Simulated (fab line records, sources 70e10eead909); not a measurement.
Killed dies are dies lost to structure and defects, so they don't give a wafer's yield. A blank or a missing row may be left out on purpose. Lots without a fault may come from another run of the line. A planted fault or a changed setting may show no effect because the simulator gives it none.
Which tool did it? | flow nand_harc | 12 lots, 36 wafers sampled, at 5 steps of a route of 1302

WHAT THE GAUGES READ, wafer by wafer
NHARC_END_SORT_01.
lot  | measured     | on        | killed_at_array | killed_at_other | killed_at_periphery | killed_dies | killed_open | killed_short
L457 | day 26 21:52 | prober-01 | 49 34 46        | 0 0 0           | 4 0 3               | 53 34 49    | 2 3 5       | 2 1 1

WHICH TOOL RAN EACH LOT (tool, then ch and the chambers of the sampled wafers, then the start)
lot  | NHARC_A_STAIRCASE_DEP_280       | NHARC_A_STAIRCASE_DEP_301       | NHARC_A_STAIRCASE_ETCH_453                  | NHARC_A_STAIRCASE_ETCH_315
L453 | pecvd-03 ch 0,2, day 17 06:59   | pecvd-01 ch 0,2, day 17 13:58   | rie_diel-04 ch 0,1,2, no start              | rie_diel-04 ch 1,2,3, no start
L455 | pecvd-03 ch 0,1,2, day 17 18:01 | pecvd-04 ch 0,1,2, day 17 23:18 | rie_diel-06 ch 0,2,3, no start              | rie_diel-06 ch 0,1,3, no start
L456 | pecvd-03 ch 1,2, day 18 07:00   | pecvd-01 ch 0,2, day 18 12:05   | rie_diel-01 ch 0,3, no start                | rie_diel-01 ch 0,2,3, no start
L457 | pecvd-03 ch 0,1,2, day 18 19:35 | pecvd-01 ch 0,1,2, day 19 04:56 | rie_diel-04 ch 0,1, day 26 21:52 or earlier | rie_diel-04 ch 1,2, day 26 21:52 or earlier
L460 | pecvd-03 ch 0,2, day 19 16:24   | pecvd-01 ch 1,2, day 19 23:11   | rie_diel-04 ch 0,1, no start                | rie_diel-04 ch 1,2, no start
L459 | pecvd-01 ch 1,2, day 19 17:07   | pecvd-01 ch 0,1,2, day 20 01:07 | rie_diel-06 ch 1,3, no start                | rie_diel-06 ch 0,3, no start
L461 | pecvd-04 ch 0,1, day 20 22:50   | pecvd-01 ch 0,1,2, day 21 05:17 | rie_diel-01 ch 1,3, no start                | rie_diel-01 ch 0,1,2, no start
L468 | pecvd-03 ch 0,1,2, day 23 04:55 | pecvd-01 ch 0,1, day 23 09:56   | rie_diel-06 ch 1,2, no start                | rie_diel-06 ch 0,1,2, no start
L469 | pecvd-04 ch 0,1, day 24 02:29   | pecvd-01 ch 1,2, day 24 12:31   | rie_diel-06 ch 0,1,3, no start              | rie_diel-06 ch 0,1,3, no start
L470 | pecvd-03 ch 0,1,2, day 24 10:02 | pecvd-04 ch 0,1, day 24 16:16   | rie_diel-04 ch 0,1,2, no start              | rie_diel-04 ch 1,2, no start
L474 | pecvd-04 ch 0,2, day 25 23:44   | pecvd-03 ch 1,2, day 26 04:47   | rie_diel-04 ch 1,2,3, no start              | rie_diel-04 ch 0,1,2, no start
L475 | pecvd-04 ch 0,1,2, day 26 05:35 | pecvd-03 ch 0,2, day 26 13:05   | rie_diel-06 ch 0,1,2, no start              | rie_diel-06 ch 0,1, no start
- NHARC_A_STAIRCASE_DEP_280: deposits SiON, target thk 30 nm.
- NHARC_A_STAIRCASE_DEP_301: deposits SiON, target thk 30 nm.
- NHARC_A_STAIRCASE_ETCH_453: etches the open film in CF4/O2, target depth 30 nm, overetch 3 nm, time 16.5 s.
- NHARC_A_STAIRCASE_ETCH_315: etches the open film in C4F8/O2/Ar, target depth 2500 nm, time 607.1 s.

WHAT THE TOOLS THEMSELVES READ (means of the sampled wafers that have a number; where no wafer has one, the mark that the record gives instead)
NHARC_A_STAIRCASE_DEP_280.
lot  | tool     | heater_power_outer_w (W) | heater_power_w (W) | rf_fwd_power_W (W)
L453 | pecvd-03 | 473                      | 795                | 347.6
L455 | pecvd-03 | 515                      | 818                | 347.3
L456 | pecvd-03 | 493                      | 799                | 347.9
L457 | pecvd-03 | 500                      | 822                | 348.7
L460 | pecvd-03 | 494                      | 822                | 348.1
L459 | pecvd-01 | 451                      | 759                | 347.7
L461 | pecvd-04 | 455                      | 752                | 348.9
L468 | pecvd-03 | 510                      | 839                | 348.4
L469 | pecvd-04 | 468                      | 775                | 348.1
L470 | pecvd-03 | 497                      | 802                | 347.7
L474 | pecvd-04 | 445                      | 772                | 348.9
L475 | pecvd-04 | 431                      | 735                | 349.1

NHARC_A_STAIRCASE_DEP_301.
lot  | tool     | heater_power_outer_w (W) | heater_power_w (W) | rf_fwd_power_W (W)
L453 | pecvd-01 | 465                      | 816                | 347.0
L455 | pecvd-04 | 465                      | 798                | 347.8
L456 | pecvd-01 | 498                      | 862                | 347.7
L457 | pecvd-01 | 503                      | 853                | 347.6
L460 | pecvd-01 | 529                      | 892                | 347.3
L459 | pecvd-01 | 482                      | 829                | 346.8
L461 | pecvd-01 | 448                      | 780                | 347.7
L468 | pecvd-01 | 444                      | 741                | 305.7
L469 | pecvd-01 | 488                      | 841                | 306.3
L470 | pecvd-04 | 425                      | 712                | 348.7
L474 | pecvd-03 | 514                      | 829                | 348.8
L475 | pecvd-03 | 543                      | 855                | 349.1

NHARC_A_STAIRCASE_ETCH_453.
lot  | tool        | drypump_motor_current_A (A) | oes_product_au (a.u.) | rf_vpp_V (V) | showerhead_plenum_p_Torr (Torr) | throttle_valve_pct (%)
L453 | rie_diel-04 | 6.3                         | 0.996                 | 196.9        | 1.31                            | 13.409
L455 | rie_diel-06 | 6.3                         | 0.996                 | 198.9        | 1.36                            | 13.394
L456 | rie_diel-01 | 5.8                         | 0.998                 | 197.4        | 1.33                            | 13.399
L457 | rie_diel-04 | 6.2                         | 0.983                 | 196.9        | 1.28                            | 13.395
L460 | rie_diel-04 | 6.3                         | 0.993                 | 197.3        | 1.28                            | 13.402
L459 | rie_diel-06 | 6.5                         | 1.002                 | 199.2        | 1.42                            | 13.387
L461 | rie_diel-01 | 5.7                         | 0.995                 | 198.7        | 1.38                            | 13.397
L468 | rie_diel-06 | 6.4                         | 1.012                 | 198.3        | 1.38                            | 13.393
L469 | rie_diel-06 | 6.3                         | 0.990                 | 198.8        | 1.38                            | 13.390
L470 | rie_diel-04 | 6.3                         | 1.004                 | 198.0        | 1.30                            | 13.397
L474 | rie_diel-04 | 6.0                         | 1.007                 | 197.8        | 1.36                            | 13.400
L475 | rie_diel-06 | 6.3                         | 1.002                 | 198.2        | 1.36                            | 13.403

NHARC_A_STAIRCASE_ETCH_315.
lot  | tool        | oes_product_au (a.u.) | rf_vpp_V (V)
L453 | rie_diel-04 | 0.927                 | 1834
L455 | rie_diel-06 | 0.937                 | 1837
L456 | rie_diel-01 | 0.940                 | 1836
L457 | rie_diel-04 | 0.925                 | 1823
L460 | rie_diel-04 | 0.945                 | 1823
L459 | rie_diel-06 | 0.928                 | 1835
L461 | rie_diel-01 | 0.936                 | 1828
L468 | rie_diel-06 | 0.920                 | 1833
L469 | rie_diel-06 | 0.937                 | 1836
L470 | rie_diel-04 | 0.928                 | 1822
L474 | rie_diel-04 | 0.932                 | 1820
L475 | rie_diel-06 | 0.925                 | 1837

THE ANSWER, worked out from the rows above alone
Rule: what is usual is taken from the lots themselves. Put in order of their means at a reading, lots are off if they are a third of the lots or fewer, leave a main group of 4 or more, and stand apart from it by a gap of 3 or more times the standard deviation of the main group's means; of several such gaps the widest counts. A main group whose means are all the same, to the digits that the tables above print for the reading, isn't used. A lot without any number at a reading at which 4 lots or more have one is off too. The other lots that the step has rows for count as sound. The gauges are gone through in route order, then the tools' own readings, and for those a lot's mean is taken as printed above. The first step at which some lot is off is used, and at that step the reading that is off furthest; a lot without a number counts as furthest.
Off: L468, L469, at NHARC_A_STAIRCASE_DEP_301 (rf_fwd_power_W). The main group: mean 347.9 W, standard deviation 0.74.
A tool fits if, at that step or a process step before it, it ran every lot that is off, and no sound lot after the first of them. One fits: pecvd-01 at NHARC_A_STAIRCASE_DEP_301. Its last sound lot is L461 (day 21 05:17), its first lot that is off L468 (day 23 09:56): a fault that began between those two fits.
The tool's own readings at NHARC_A_STAIRCASE_DEP_301 bear it out: on the lots that are off they differ by more than 5 times the standard deviation of the sound lots' means. rf_fwd_power_W reads 306.0 W there against 347.9 W on the sound lots.

WHAT THE SIMULATOR HAD PUT IN
Process parameter drift: pecvd-01, from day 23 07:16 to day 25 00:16, at NHARC_A_STAIRCASE_DEP_301. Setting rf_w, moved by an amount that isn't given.
Lots struck among those shown: L468, L469. The rule above found the same.
